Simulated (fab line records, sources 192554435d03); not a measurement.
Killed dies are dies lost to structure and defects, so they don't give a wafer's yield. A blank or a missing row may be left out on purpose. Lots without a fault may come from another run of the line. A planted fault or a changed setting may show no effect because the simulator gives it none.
Chamber matching | flow n5_finfet | N5_HKMG_FIN_ALD_71 on ald_metal-04: 4 sister chambers
The step deposits TiN, target thk 1 nm, pulse time 1 s, purge time 3 s. 20 wafers are shown with their chamber, then 10 later ones without.

WAFERS WITH THEIR CHAMBER
wafer  | chamber | heater_power_w (W) | precursor_pulse_height_rel | susceptor_temp_C (C)
L077.4 | 1       | 1048               | 0.996                      | 400.01
L077.5 | 1       | 1039               | 1.012                      | 399.77
L077.6 | 0       | 980                | 1.040                      | 400.17
L078.1 | 1       | 1034               | 1.012                      | 399.88
L078.2 | 3       | 784                | 0.978                      | 399.73
L078.6 | 0       | 939                | 0.992                      | 399.56
L080.3 | 0       | 981                | 0.978                      | 399.70
L080.4 | 2       | 883                | 1.032                      | 399.75
L080.6 | 1       | 1056               | 0.994                      | 399.83
L081.2 | 2       | 894                | 0.994                      | 400.20
L081.5 | 1       | 1013               | 0.996                      | 400.01
L081.6 | 2       | 900                | 0.986                      | 400.20
L088.1 | 1       | 1043               | 1.039                      | 399.95
L088.2 | 2       | 883                | 1.002                      | 399.89
L088.4 | 0       | 956                | 1.029                      | 400.07
L090.2 | 0       | 967                | 0.996                      | 399.69
L090.4 | 2       | 926                | 1.010                      | 399.77
L090.6 | 0       | 968                | 0.988                      | 399.99
L091.2 | 0       | 970                | 0.994                      | 399.78
L091.4 | 2       | 895                | 0.984                      | 399.75

SIGNATURES (means of the wafers above)
reading                    | chamber 0 | chamber 1 | chamber 2 | chamber 3 | scatter within a chamber
heater_power_w             | 965.86    | 1038.83   | 896.83    | 784.00    | 15
precursor_pulse_height_rel | 1.00243   | 1.00817   | 1.00133   | 0.97800   | 0.0197
susceptor_temp_C           | 399.8514  | 399.9083  | 399.9267  | 399.7300  | 0.193
Rule: a wafer's distance from a chamber is the root of the sum, over the readings, of the square of ((its reading less the chamber's mean) divided by the reading's scatter). The wafer belongs to the nearest chamber; if the next one is less than 2 further off, it can't be placed. The scatter: the root of (the sum of the squares of (reading less its chamber's mean) over the shown wafers, divided by (wafers less chambers)).

WAFERS WITHOUT THEIR CHAMBER
wafer  | heater_power_w (W) | precursor_pulse_height_rel | susceptor_temp_C (C)
L091.6 | 972                | 0.999                      | 399.90
L093.1 | 789                | 1.010                      | 400.37
L093.2 | 969                | 1.034                      | 399.86
L093.5 | 1056               | 0.974                      | 399.94
L095.1 | 895                | 1.013                      | 399.79
L095.4 | 969                | 0.993                      | 400.03
L095.5 | 792                | 0.999                      | 400.11
L096.1 | 951                | 0.991                      | 400.26
L096.4 | 887                | 1.004                      | 399.85
L096.6 | 965                | 1.006                      | 400.32

WHICH CHAMBER EACH WENT THROUGH
wafer  | from the rows above     | in truth
L091.6 | 0                       | 0
L093.1 | 3                       | 3
L093.2 | 0                       | 0
L093.5 | 1                       | 1
L095.1 | 2                       | 2
L095.4 | 0                       | 0
L095.5 | 3                       | 3
L096.1 | can't be placed: 0 or 2 | 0
L096.4 | 2                       | 2
L096.6 | 0                       | 0
Placed correctly: 9 of 10. Can't be placed from these rows: 1 (the true chamber is among the candidates in 1). Placed wrongly: 0.
